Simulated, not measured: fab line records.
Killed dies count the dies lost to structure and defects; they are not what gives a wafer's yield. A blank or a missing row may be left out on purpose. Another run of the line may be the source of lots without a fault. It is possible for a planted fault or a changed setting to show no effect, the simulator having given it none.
Chamber matching / flow nand harc / 4 sister chambers for NHARC_A_CHANNEL_FILL_D1_ETCHBACK_19 on rie si-04
The step etches the open film in HBr/Cl2, target depth 5 nm, time 1.7 s. 16 wafers are shown with their chamber, then 8 later ones without.

WAFERS PAIRED WITH THEIR CHAMBERS
wafer=L909.1; chamber=1; drypump motor current A (A)=5.3; oes product au (a.u.)=0.984; throttle valve pct (%)=26.409
wafer=L909.2; chamber=0; drypump motor current A (A)=4.9; oes product au (a.u.)=0.998; throttle valve pct (%)=26.411
wafer=L909.4; chamber=3; drypump motor current A (A)=5.8; oes product au (a.u.)=1.022; throttle valve pct (%)=26.399
wafer=L912.2; chamber=2; drypump motor current A (A)=5.3; oes product au (a.u.)=0.998; throttle valve pct (%)=26.395
wafer=L912.3; chamber=0; drypump motor current A (A)=4.9; oes product au (a.u.)=0.998; throttle valve pct (%)=26.407
wafer=L912.6; chamber=0; drypump motor current A (A)=4.9; oes product au (a.u.)=0.985; throttle valve pct (%)=26.405
wafer=L913.1; chamber=3; drypump motor current A (A)=5.9; oes product au (a.u.)=1.001; throttle valve pct (%)=26.409
wafer=L913.3; chamber=2; drypump motor current A (A)=5.3; oes product au (a.u.)=0.993; throttle valve pct (%)=26.406
wafer=L913.5; chamber=0; drypump motor current A (A)=5.0; oes product au (a.u.)=0.986; throttle valve pct (%)=26.406
wafer=L914.2; chamber=0; drypump motor current A (A)=4.9; oes product au (a.u.)=0.989; throttle valve pct (%)=26.409
wafer=L914.5; chamber=2; drypump motor current A (A)=5.3; oes product au (a.u.)=0.997; throttle valve pct (%)=26.410
wafer=L914.6; chamber=1; drypump motor current A (A)=5.3; oes product au (a.u.)=0.980; throttle valve pct (%)=26.411
wafer=L915.1; chamber=0; drypump motor current A (A)=5.0; oes product au (a.u.)=0.982; throttle valve pct (%)=26.394
wafer=L915.3; chamber=3; drypump motor current A (A)=5.8; oes product au (a.u.)=1.012; throttle valve pct (%)=26.403
wafer=L915.5; chamber=1; drypump motor current A (A)=5.3; oes product au (a.u.)=0.975; throttle valve pct (%)=26.386
wafer=L916.3; chamber=1; drypump motor current A (A)=5.3; oes product au (a.u.)=0.984; throttle valve pct (%)=26.402

SIGNATURES, as means of the wafers listed above
reading=drypump motor current A; chamber 0=4.933; chamber 1=5.300; chamber 2=5.300; chamber 3=5.833; scatter within a chamber=0.0408
reading=oes product au; chamber 0=0.98967; chamber 1=0.98075; chamber 2=0.99600; chamber 3=1.01167; scatter within a chamber=0.0066
reading=throttle valve pct; chamber 0=26.40533; chamber 1=26.40200; chamber 2=26.40367; chamber 3=26.40367; scatter within a chamber=0.00782
Rule: a wafer lies at a distance from a chamber equal to the root of the sum of squares, over the readings, of (its reading less the chamber's mean, divided by the reading's scatter). If the next closest chamber is less than 2 further off than the closest, the wafer can't be placed; otherwise it belongs to the closest. The scatter is the square root of a quotient: the sum, over the shown wafers, of each reading's squared deviation from its chamber's mean, divided by wafers minus chambers.

WAFERS WITH NO CHAMBER GIVEN
wafer=L916.4; drypump motor current A (A)=5.3; oes product au (a.u.)=0.979; throttle valve pct (%)=26.402
wafer=L916.6; drypump motor current A (A)=5.8; oes product au (a.u.)=1.015; throttle valve pct (%)=26.393
wafer=L930.2; drypump motor current A (A)=4.9; oes product au (a.u.)=0.997; throttle valve pct (%)=26.393
wafer=L930.3; drypump motor current A (A)=5.3; oes product au (a.u.)=0.987; throttle valve pct (%)=26.410
wafer=L930.6; drypump motor current A (A)=5.0; oes product au (a.u.)=1.000; throttle valve pct (%)=26.415
wafer=L931.1; drypump motor current A (A)=5.3; oes product au (a.u.)=0.989; throttle valve pct (%)=26.385
wafer=L931.2; drypump motor current A (A)=5.9; oes product au (a.u.)=1.004; throttle valve pct (%)=26.407
wafer=L931.6; drypump motor current A (A)=4.9; oes product au (a.u.)=1.002; throttle valve pct (%)=26.407

CHAMBER TAKEN BY EACH
wafer=L916.4; from the rows above=1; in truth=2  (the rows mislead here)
wafer=L916.6; from the rows above=3; in truth=3
wafer=L930.2; from the rows above=0; in truth=0
wafer=L930.3; from the rows above=can't be placed: 1 or 2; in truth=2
wafer=L930.6; from the rows above=0; in truth=0
wafer=L931.1; from the rows above=can't be placed: 1 or 2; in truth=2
wafer=L931.2; from the rows above=3; in truth=3
wafer=L931.6; from the rows above=0; in truth=0
5 of 8 placed correctly. Not placeable from these rows: 2 (in 2, the candidates include the true chamber). Wrongly placed: 1.
